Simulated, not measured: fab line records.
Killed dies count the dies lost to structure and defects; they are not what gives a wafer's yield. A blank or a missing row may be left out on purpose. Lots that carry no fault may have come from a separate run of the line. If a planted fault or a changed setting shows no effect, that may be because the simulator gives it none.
fab line records    flow nandHarc    part 2 of 2: steps 22 to 27 of 27
record: lots: 5  wafers: 15  lastDay: 33
route steps=1302 shown A_ONON_D1@447 A_CHANNEL_HOLE_D1@450
lots with no fault: from the same line, run without faults
startH: hours from the record's opening day to when the first of the lot's shown wafers began    waitH: hours elapsed since this lot's preceding step    " unchanged from the row above    L1.1+2: several wafers, shown together as one row    - value missing, or start not given    * or withheld: withheld    < > ~ a bound
route shown NAME@n: NAME is a module with steps in the file, n the number in the route of the first one    usual: average and standard deviation across the fault-free wafers    same: alike in all rows    chamber/n: place in a boat    sites: readings site by site    _std_site: how widely they spread, as a standard deviation    _edge_site: inner sites' mean taken away from outer sites' mean    radiusMm: how far each site lies from the wafer's centre    mask NAME#n: copy n    behind: tool/chamber where the wafer was last shaped    hold: cause of the lot's hold/its duration in hours/its outcome    device: the n, p or np transistor that did not switch    end of line: tests of these same wafers at the route's end    a step without rows: its recipe alone    killed: count of dies lost to structure and defects at first sort (not the wafer's yield)    map: a wafer's dies, x killed, . not, _ none there
set.NAME: the setting that was run; set.NAME@STEP: the one run at that earlier step    model.NAME: the simulator's own value behind a step, which no gauge read
lots seen at some steps along the route; tables by step, rows by wafer
services: the hour from which a tool's chamber was out of use, counted from the record's first day as startH (under 0 if before that day), plus the number of hours and why
== steps ==
step: NHARC_A_CHANNEL_HOLE_D1_ETCH_16
recipe: targetDepthA: 31000  overEtchFrac: 0.3  timeS: 806  ionEnergyEv: 150  o2FlowSccm: 400  cosFlowSccm: 20  arFlowSccm: 0  rfW: 500  biasW: 300  chemistry: O2/COS
usual: drypumpMotorCurrentA: 5.8/0.45  oesProductAu: 1.001/0.01  rfVppV: 313.6/2.2  showerheadPlenumPTorr: 3.08/0.14  throttleValvePct: 28.331/0.0094
same: overEtchFrac: 0.3
lot.wafer  tool        chamber  startH  waitH  drypumpMotorCurrentA  oesProductAu  rfHoursCounterH  rfVppV  showerheadPlenumPTorr  throttleValvePct
L074.2     rieDiel-05  1        -       -      6.2                   1.001         41               311.3   2.91                   28.334
L074.1     "           2        "       "      5.8                   1.008         46               313.8   3.08                   28.332
L074.6     "           1        "       "      6.2                   0.999         -                311.0   2.91                   28.330
L077.4     rieDiel-01  1        -       -      6.5                   1.000         0                311.4   2.98                   28.339
L077.5     "           2        "       "      5.1                   0.988         -                311.8   2.97                   28.326
L077.6     "           3        "       "      5.3                   0.991         -                315.0   3.20                   28.334
L086.1     rieDiel-01  3        -       -      5.3                   0.998         7                313.9   3.20                   28.329
L086.4     "           0        "       "      5.6                   1.000         7                314.2   3.11                   28.335
L086.6     "           0        "       "      5.6                   1.011         -                313.3   3.11                   28.316
L094.2     rieDiel-13  0        -       -      5.6                   0.998         16               311.0   2.95                   28.327
L094.6     "           0        "       "      5.6                   1.006         -                311.7   2.95                   28.332
L094.5     "           1        "       "      6.6                   1.016         -                316.8   3.31                   28.310
L096.2     rieDiel-13  0        -       -      5.6                   0.995         22               311.6   2.95                   28.343
L096.5     "           3        "       "      5.9                   1.002         -                311.7   2.93                   28.325
L096.6     "           0        "       "      5.6                   0.992         -                311.4   2.95                   28.322
step: NHARC_A_CHANNEL_HOLE_D1_CD_MEAS_18
usual: cdNm: 99.6/1.9
lot.wafer  tool      chamber  startH  waitH  cdNm
L074.1     cdSem-02  -        183.77  -      100.8
L074.2     "         -        "       "      100.3
L074.6     "         -        "       "      98.8
L077.4     cdSem-01  -        214.78  -      97.9
L077.5     "         -        "       "      97.3
L077.6     "         -        "       "      99.9
L086.1     cdSem-03  -        298.04  -      100.4
L086.4     "         -        "       "      99.2
L086.6     "         -        "       "      98.6
L094.2     cdSem-01  -        390.17  -      98.0
L094.5     "         -        "       "      99.3
L094.6     "         -        "       "      97.6
L096.2     cdSem-03  -        402.97  -      99.1
L096.5     "         -        "       "      100.4
L096.6     "         -        "       "      98.2
step: NHARC_A_CHANNEL_HOLE_D1_ETCH_19
recipe: biasV: 1200  sourceW: 2500  pressureMtorr: 15  timeS: 34.5  arFlowSccm: 375  c4f8FlowSccm: 28.8  o2FlowSccm: 96.2  tempC: -20  targetDepthA: *  chemistry: C4F8/O2/Ar
usual: c4f8FlowSccm: 28.80/0.084  drypumpMotorCurrentA: 5.5/0.37  oesAirLineAu: 0.998/0.022  showerheadPlenumPTorr: 3.61/0.18  throttleValvePct: 37.038/0.0093
lot.wafer  tool        chamber  startH  waitH  c4f8FlowSccm  drypumpMotorCurrentA  oesAirLineAu  rfHoursCounterH  showerheadPlenumPTorr  throttleValvePct
L074.1     harEtch-01  0        183.85  0.1    28.88         5.6                   0.973         84               3.57                   37.043
L074.2     "           1        "       "      28.81         4.9                   1.057         84               3.78                   37.028
L074.6     "           0        "       "      28.82         5.6                   1.006         -                3.57                   37.040
L077.4     harEtch-01  1        214.88  0.1    28.75         4.9                   0.997         -                3.77                   37.040
L077.6     "           1        "       "      28.79         4.9                   1.023         -                3.77                   37.036
L077.5     "           0        "       "      28.64         5.6                   1.015         -                3.56                   37.036
L086.1     harEtch-02  0        302.26  4.2    28.85         5.7                   0.977         352              3.46                   37.025
L086.4     "           0        "       "      28.80         5.7                   0.974         -                3.46                   37.034
L086.6     "           1        "       "      28.69         5.9                   1.021         -                3.45                   37.050
L094.2     harEtch-02  0        394.29  4.1    28.80         5.7                   1.007         0                3.99                   37.055
L094.6     "           0        "       "      28.91         5.7                   1.038         -                3.99                   37.041
L094.5     "           1        "       "      28.84         5.9                   1.005         -                3.99                   37.049
L096.2     harEtch-02  1        403.04  0.1    28.97         5.8                   0.971         4                3.98                   37.031
L096.5     "           1        "       "      28.82         5.8                   0.972         -                3.98                   37.025
L096.6     "           0        "       "      28.78         5.8                   0.995         -                3.98                   37.025
step: NHARC_A_CHANNEL_HOLE_D1_ETCH_20
recipe: biasV: 3000  sourceW: withheld  pressureMtorr: 20  timeS: 361.9  arFlowSccm: 375  c4f8FlowSccm: 89.3  o2FlowSccm: 35.7  tempC: -20  targetDepthA: 16000  chemistry: C4F8/O2/Ar
usual: c4f8FlowSccm: 89.34/0.26  drypumpMotorCurrentA: 5.5/0.37  oesAirLineAu: 1.000/0.02  showerheadPlenumPTorr: 3.58/0.17  throttleValvePct: 32.154/0.0093
lot.wafer  tool        chamber  startH  waitH  c4f8FlowSccm  drypumpMotorCurrentA  oesAirLineAu  rfHoursCounterH  showerheadPlenumPTorr  throttleValvePct
L074.1     harEtch-01  0        183.96  0.1    89.44         5.6                   0.989         84               3.53                   32.151
L074.2     "           1        "       "      89.26         4.9                   0.975         84               3.73                   32.164
L074.6     "           0        "       "      89.30         5.6                   0.994         -                3.53                   32.181
L077.4     harEtch-01  1        215.05  0.2    89.27         4.9                   0.999         -                3.72                   32.154
L077.6     "           1        "       "      88.95         4.9                   1.027         -                3.72                   32.136
L077.5     "           0        "       "      89.75         5.6                   0.978         -                3.52                   32.146
L086.1     harEtch-02  0        302.37  0.1    89.71         5.7                   0.978         352              3.43                   32.142
L086.4     "           0        "       "      89.34         5.7                   0.976         -                3.43                   32.166
L086.6     "           1        "       "      89.29         5.8                   1.022         -                3.42                   32.133
L094.2     harEtch-02  0        394.40  0.1    88.88         5.7                   1.006         0                3.93                   32.158
L094.6     "           0        "       "      89.09         5.7                   0.980         -                3.93                   32.159
L094.5     "           1        "       "      89.31         5.8                   0.983         -                3.93                   32.150
L096.2     harEtch-02  1        403.15  0.1    89.00         5.8                   1.006         4                3.93                   32.156
L096.5     "           1        "       "      88.92         5.8                   0.978         -                3.93                   32.150
L096.6     "           0        "       "      89.05         5.8                   1.012         -                3.93                   32.148
step: NHARC_A_CHANNEL_HOLE_D1_ETCH_21
recipe: biasV: 3000  sourceW: withheld  pressureMtorr: 20  timeS: 514.3  arFlowSccm: 375  c4f8FlowSccm: 89.3  o2FlowSccm: 35.7  tempC: -20  targetDepthA: 16000  chemistry: C4F8/O2/Ar
usual: c4f8FlowSccm: 89.30/0.25  drypumpMotorCurrentA: 5.5/0.37  oesAirLineAu: 1.004/0.021  showerheadPlenumPTorr: 3.58/0.17  throttleValvePct: 32.155/0.0097
lot.wafer  tool        chamber  startH  waitH  c4f8FlowSccm  drypumpMotorCurrentA  oesAirLineAu  rfHoursCounterH  showerheadPlenumPTorr  throttleValvePct
L074.1     harEtch-01  0        184.27  0.3    89.28         5.6                   0.997         84               3.53                   32.159
L074.2     "           1        "       "      88.91         4.9                   0.997         84               3.73                   32.142
L074.6     "           0        "       "      89.28         5.6                   1.002         -                3.53                   32.165
L077.4     harEtch-01  1        215.41  0.3    89.49         4.9                   1.018         -                3.72                   32.159
L077.6     "           1        "       "      88.90         4.9                   1.023         -                3.72                   32.152
L077.5     "           0        "       "      89.37         5.6                   0.983         -                3.52                   32.162
L086.1     harEtch-02  0        302.69  0.3    89.24         5.8                   1.030         352              3.43                   32.153
L086.4     "           0        "       "      89.49         5.8                   1.017         -                3.43                   32.153
L086.6     "           1        "       "      89.29         5.8                   1.010         -                3.41                   32.148
L094.2     harEtch-02  0        394.72  0.3    89.60         5.7                   1.017         0                3.93                   32.154
L094.6     "           0        "       "      89.22         5.7                   1.007         -                3.93                   32.161
L094.5     "           1        "       "      89.30         5.9                   1.030         -                3.93                   32.166
L096.2     harEtch-02  1        403.47  0.3    89.14         5.8                   0.964         4                3.93                   32.159
L096.5     "           1        "       "      89.23         5.8                   0.983         -                3.93                   32.154
L096.6     "           0        "       "      89.32         5.8                   1.007         -                3.93                   32.131
step: NHARC_A_CHANNEL_HOLE_D1_ETCH_22
recipe: biasV: 3000  sourceW: withheld  pressureMtorr: 20  timeS: 666.7  arFlowSccm: 375  c4f8FlowSccm: 89.3  o2FlowSccm: 35.7  tempC: -20  targetDepthA: 16000  chemistry: C4F8/O2/Ar
usual: c4f8FlowSccm: 89.28/0.24  drypumpMotorCurrentA: 5.5/0.37  oesAirLineAu: 1.001/0.02  showerheadPlenumPTorr: 3.58/0.17  throttleValvePct: 32.155/0.0097
lot.wafer  tool        chamber  startH  waitH  c4f8FlowSccm  drypumpMotorCurrentA  oesAirLineAu  rfHoursCounterH  showerheadPlenumPTorr  throttleValvePct
L074.1     harEtch-01  0        184.71  0.4    89.35         5.6                   0.980         85               3.53                   32.139
L074.2     "           1        "       "      89.51         4.9                   1.008         85               3.73                   32.150
L074.6     "           0        "       "      89.01         5.6                   1.015         -                3.53                   32.140
L077.4     harEtch-01  1        215.89  0.4    89.40         4.9                   1.023         -                3.72                   32.136
L077.6     "           1        "       "      89.15         4.9                   1.029         -                3.72                   32.157
L077.5     "           0        "       "      89.18         5.6                   0.994         -                3.52                   32.142
L086.1     harEtch-02  0        303.13  0.4    89.10         5.8                   0.955         353              3.43                   32.149
L086.4     "           0        "       "      89.23         5.8                   0.993         -                3.43                   32.138
L086.6     "           1        "       "      89.22         5.7                   1.036         -                3.41                   32.173
L094.2     harEtch-02  0        395.16  0.4    89.20         5.7                   0.980         1                3.93                   32.148
L094.6     "           0        "       "      89.48         5.7                   1.004         -                3.93                   32.162
L094.5     "           1        "       "      89.42         5.8                   0.995         -                3.93                   32.152
L096.2     harEtch-02  1        403.90  0.4    89.64         5.8                   0.979         5                3.93                   32.165
L096.5     "           1        "       "      89.09         5.8                   0.974         -                3.93                   32.165
L096.6     "           0        "       "      89.16         5.7                   1.011         -                3.93                   32.167
== services ==
tool            chamber  startH  hours  kind
arfiScanner-03  -        158.24  0.4    repair
rieDiel-13      -        165.10  9.0    pm
pecvd-03        0        169.78  5.7    repair
lithoTrack-06   -        179.00  7.0    pm
pecvd-03        -        185.75  13.0   pm
arfiScanner-03  -        196.00  4.0    pm
lithoTrack-04   -        203.01  7.0    pm
rieDiel-01      -        203.84  9.0    pm
pecvd-01        -        210.32  1.2    repair
rieDiel-01      -        225.73  0.3    repair
rieDiel-05      -        230.60  9.0    pm
aclDep-02       -        246.13  13.0   pm
pecvd-03        1        254.97  6.6    repair
arfiScanner-02  -        276.57  0.9    repair
harEtch-01      -        284.06  2.0    repair
arfiScanner-03  -        305.50  0.7    repair
lithoTrack-01   -        330.00  7.0    pm
rieDiel-01      1        334.25  12.9   repair
rieDiel-13      -        342.15  9.0    pm
lithoTrack-06   -        354.00  7.0    pm
rieDiel-13      3        367.62  6.2    repair
harEtch-02      -        377.29  17.0   pm
lithoTrack-04   -        378.01  7.0    pm
rieDiel-01      -        380.84  9.0    pm
